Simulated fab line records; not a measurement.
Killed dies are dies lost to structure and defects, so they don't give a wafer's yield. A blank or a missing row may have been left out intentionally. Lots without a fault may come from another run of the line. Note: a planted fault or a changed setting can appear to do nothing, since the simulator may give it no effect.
Lot-split experiment / flow n5_finfet / 7 lots, 21 wafers read, on a route of 1938 steps

THE SPLIT ITSELF
At N5_SD_EPI_P_EPI_21 (deposits SiGe:B, time 355 s), the setting temp_c was moved away from the recipe's 550 C on 5 of the 21 wafers read, by -0.7% to +0.3%. For the rest of the wafers, this setting stayed at what the recipe calls for.

FROM THE SPLIT TO THE READING: what the file shows between them, 2 steps
- N5_SD_EPI_P_HM_STRIP_48: strips SiNx in H3PO4, material SiNx, target depth 3 nm
- N5_SD_ACTIVATION_LSA_01: time 0.0008 s (also split here: temp_c)

THE READING
RS_SD_P in ohm/sq, measured at N5_SD_ACTIVATION_RS_MEAS_03 by four-point-probe. Fault-free wafers of this fab line usually give 56.2 ohm/sq, standard deviation 0.92 ohm/sq.

wafer=L077.1; tool, chamber at the split=epi_rpcvd-02, 0; temp_c as run, C=550; against the recipe=recipe; RS_SD_P, ohm/sq=56.5; against lot-mates on the recipe=-
wafer=L077.2; tool, chamber at the split=epi_rpcvd-02, 0; temp_c as run, C=546.3; against the recipe=-0.7%; RS_SD_P, ohm/sq=62.1; against lot-mates on the recipe=+5.6
wafer=L077.3; tool, chamber at the split=epi_rpcvd-02, 0; temp_c as run, C=546.3; against the recipe=-0.7%; RS_SD_P, ohm/sq=61.5; against lot-mates on the recipe=+5.0
wafer=L081.1; tool, chamber at the split=epi_rpcvd-04, 0; temp_c as run, C=550; against the recipe=recipe; RS_SD_P, ohm/sq=56.5; against lot-mates on the recipe=-
wafer=L081.4; tool, chamber at the split=epi_rpcvd-04, 0; temp_c as run, C=550; against the recipe=recipe; RS_SD_P, ohm/sq=56.3; against lot-mates on the recipe=-
wafer=L081.5; tool, chamber at the split=epi_rpcvd-04, 0; temp_c as run, C=548.9; against the recipe=-0.2%; RS_SD_P, ohm/sq=59.1; against lot-mates on the recipe=+2.7
wafer=L084.4; tool, chamber at the split=epi_rpcvd-01, 0; temp_c as run, C=550; against the recipe=recipe; RS_SD_P, ohm/sq=56.6; against lot-mates on the recipe=-
wafer=L084.5; tool, chamber at the split=epi_rpcvd-01, 0; temp_c as run, C=550; against the recipe=recipe; RS_SD_P, ohm/sq=56.8; against lot-mates on the recipe=-
wafer=L084.6; tool, chamber at the split=epi_rpcvd-01, 0; temp_c as run, C=550; against the recipe=recipe; RS_SD_P, ohm/sq=57.5; against lot-mates on the recipe=-
wafer=L086.1; tool, chamber at the split=epi_rpcvd-02, 0; temp_c as run, C=550; against the recipe=recipe; RS_SD_P, ohm/sq=56.2; against lot-mates on the recipe=-
wafer=L086.3; tool, chamber at the split=epi_rpcvd-02, 0; temp_c as run, C=550; against the recipe=recipe; RS_SD_P, ohm/sq=56.0; against lot-mates on the recipe=-
wafer=L086.5; tool, chamber at the split=epi_rpcvd-02, 0; temp_c as run, C=550; against the recipe=recipe; RS_SD_P, ohm/sq=56.3; against lot-mates on the recipe=-
wafer=L088.4; tool, chamber at the split=epi_rpcvd-01, 0; temp_c as run, C=551.4; against the recipe=+0.3%; RS_SD_P, ohm/sq=52.8; against lot-mates on the recipe=-1.9
wafer=L088.5; tool, chamber at the split=epi_rpcvd-01, 0; temp_c as run, C=551.4; against the recipe=+0.3%; RS_SD_P, ohm/sq=53.0; against lot-mates on the recipe=-1.7
wafer=L088.6; tool, chamber at the split=epi_rpcvd-01, 0; temp_c as run, C=550; against the recipe=recipe; RS_SD_P, ohm/sq=54.7; against lot-mates on the recipe=-
wafer=L091.1; tool, chamber at the split=epi_rpcvd-04, 0; temp_c as run, C=550; against the recipe=recipe; RS_SD_P, ohm/sq=55.8; against lot-mates on the recipe=-
wafer=L091.2; tool, chamber at the split=epi_rpcvd-04, 0; temp_c as run, C=550; against the recipe=recipe; RS_SD_P, ohm/sq=56.3; against lot-mates on the recipe=-
wafer=L091.5; tool, chamber at the split=epi_rpcvd-04, 0; temp_c as run, C=550; against the recipe=recipe; RS_SD_P, ohm/sq=56.7; against lot-mates on the recipe=-
wafer=L094.1; tool, chamber at the split=epi_rpcvd-04, 0; temp_c as run, C=550; against the recipe=recipe; RS_SD_P, ohm/sq=55.3; against lot-mates on the recipe=-
wafer=L094.3; tool, chamber at the split=epi_rpcvd-04, 0; temp_c as run, C=550; against the recipe=recipe; RS_SD_P, ohm/sq=55.5; against lot-mates on the recipe=-
wafer=L094.5; tool, chamber at the split=epi_rpcvd-04, 0; temp_c as run, C=550; against the recipe=recipe; RS_SD_P, ohm/sq=55.7; against lot-mates on the recipe=-

THE FIT
A straight line over all 21 wafers: RS_SD_P changes by -9.23 ohm/sq for each +1% of temp_c; r = -0.95; the points scatter about the line by 0.73 ohm/sq.
The same after taking each lot's own level away (the mean of its wafers on the recipe; 21 wafers): -7.92 ohm/sq for each +1%; r = -0.98; scatter 0.36 ohm/sq.
That fit puts the effect of the largest move of temp_c on the reading at 5.3 ohm/sq.
From 54.70 to 56.97 ohm/sq: that is the span of the lots' own levels, equal to 2.5 times the standard deviation above.
Thus the slope moves with the lot-to-lot level: the two fits are different.
Check: with one of the wafers moved furthest among these (-0.7%) left out of the fit, the line predicts +5.25 ohm/sq for it against its lot-mates. Against them it came out at +5.6 ohm/sq.

OTHER SPLITS APPLIED TO THESE WAFERS
Other splits were also applied to these wafers ahead of the reading. Each is held against what the fit with the lots' levels taken away leaves over:
other split on the same wafers=N5_WELL_APT_EXPOSE_05 dose_mj; wafers away from the commonest value=4; r with RS_SD_P (lot level and that fit taken away)=-0.07
other split on the same wafers=N5_WELL_APT_DEVELOP_07 develop_time_s; wafers away from the commonest value=6; r with RS_SD_P (lot level and that fit taken away)=-0.04
other split on the same wafers=N5_FIN_SAQP_PECVD_06 time_s; wafers away from the commonest value=11; r with RS_SD_P (lot level and that fit taken away)=-0.06
other split on the same wafers=N5_DUMMY_GATE_COAT_09 spin_rpm; wafers away from the commonest value=5; r with RS_SD_P (lot level and that fit taken away)=+0.13
other split on the same wafers=N5_SD_EPI_N_COAT_33 spin_rpm; wafers away from the commonest value=5; r with RS_SD_P (lot level and that fit taken away)=-0.32
other split on the same wafers=N5_SD_EPI_N_PEB_07 peb_time_s; wafers away from the commonest value=9; r with RS_SD_P (lot level and that fit taken away)=+0.52
other split on the same wafers=N5_SD_ACTIVATION_LSA_01 temp_c; wafers away from the commonest value=5; r with RS_SD_P (lot level and that fit taken away)=+0.05

THE WHOLE CHAIN: every reading that the file lists as answering this split, in the file's order
step=N5_SD_EPI_P_EPI_21; what it does=deposits SiGe:B, time 355 s; reading=SiGe-B_of_SD_EPI_P_EPI_21.thk_nm (the simulator's own value, which no gauge read); change (the file's fit)=+7.01 nm for each +1% of the setting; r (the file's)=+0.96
step=N5_SD_EPI_P_HM_STRIP_48; what it does=strips SiNx in H3PO4, material SiNx, target depth 3 nm; reading=SiGe-B_of_SD_EPI_P_EPI_21.thk_nm (the simulator's own value, which no gauge read); change (the file's fit)=+7.08 nm for each +1% of the setting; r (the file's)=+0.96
step=N5_SD_ACTIVATION_RS_MEAS_03; what it does=measures by four-point-probe; reading=RS_SD_P; change (the file's fit)=-8.23 for each +1% of the setting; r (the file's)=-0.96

THE FILE'S OWN FIT
RS_SD_P changes by -8.23 ohm/sq for each +1% of temp_c, r = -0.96.
